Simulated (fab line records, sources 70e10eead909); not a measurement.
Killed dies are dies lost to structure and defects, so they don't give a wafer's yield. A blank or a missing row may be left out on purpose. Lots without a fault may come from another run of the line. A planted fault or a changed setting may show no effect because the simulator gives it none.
One fault seen from 2 desks | flow nand_harc | each desk has only its own numbers; what lay behind them comes last

THE TOOL OWNER'S DESK: rie_diel-09
The tool's own readings at NHARC_P_GATE_ETCH_114 (etches the open film in CF4/O2, target depth 30 nm, overetch 3 nm, time 16.5 s): means of the sampled wafers that have a number, for each lot that ran on this tool. A lot is out of limits, marked OUT, if its mean lies more than 4 standard deviations from the usual mean; the brackets give that distance.
Columns: A = drypump_motor_current_A at NHARC_P_GATE_ETCH_114, usual 5.7 A; B = oes_f_703_au at NHARC_P_GATE_ETCH_114, usual 1.000 a.u.; C = oes_product_au at NHARC_P_GATE_ETCH_114, usual 0.999 a.u.; D = rf_vpp_V at NHARC_P_GATE_ETCH_114, usual 197.7 V; E = run_length_s at NHARC_P_GATE_ETCH_114, usual 37.7 s; F = showerhead_plenum_p_Torr at NHARC_P_GATE_ETCH_114, usual 1.33 Torr; G = throttle_valve_pct at NHARC_P_GATE_ETCH_114, usual 13.397 %
lot  | first seen here | A   | B     | C     | D     | E    | F    | G
L614 | day 4 22:00     | 5.7 | 0.995 | 1.003 | 198.1 | 37.7 | 1.34 | 13.404
L621 | day 7 20:00     | 5.5 | 0.996 | 1.000 | 198.2 | 37.9 | 1.36 | 13.409
L624 | day 9 13:00     | 5.7 | 1.000 | 1.005 | 198.3 | 37.5 | 1.34 | 13.395
L632 | day 12 19:00    | 5.7 | 0.999 | 0.996 | 198.2 | 37.1 | 1.37 | 13.392
L635 | day 14 00:00    | 5.7 | 1.002 | 1.002 | 198.3 | 37.4 | 1.34 | 13.399
This desk's finding: nothing out of limits on any of the 5 lots.

THE METROLOGY DESK
What the gauges read, lot by lot, whatever tool the lot ran on: means of the sampled wafers that have a number. A lot is out of limits, marked OUT, if its mean lies more than 4 standard deviations from the usual mean; the brackets give that distance.
Columns: A = cd_nm at NHARC_P_ZERO_WELL_CD_MEAS_52, usual 1999.7 nm
lot  | first seen here | A
L614 | day 2 01:41     | 1998.0
L615 | day 2 11:47     | 2001.1
L616 | day 2 21:55     | 2001.0
L617 | day 3 07:46     | 1998.7
L619 | day 4 03:44     | 1998.5
L620 | day 4 13:49     | 1998.9
L621 | day 4 23:52     | 1999.2
L622 | day 5 10:28     | 2001.6
L624 | day 6 05:58     | 2001.4
L625 | day 6 15:46     | 2001.1
L632 | day 9 13:52     | 1997.5
L635 | day 10 19:43    | 2000.3
L636 | day 11 05:47    | 2002.1
L637 | day 11 15:44    | 1999.9
This desk's finding: nothing out of limits on any of the 14 lots.

PUT TOGETHER
The tool owner's desk saw nothing out of limits.
The metrology desk saw nothing out of limits.

WHAT THE SIMULATOR HAD PUT IN
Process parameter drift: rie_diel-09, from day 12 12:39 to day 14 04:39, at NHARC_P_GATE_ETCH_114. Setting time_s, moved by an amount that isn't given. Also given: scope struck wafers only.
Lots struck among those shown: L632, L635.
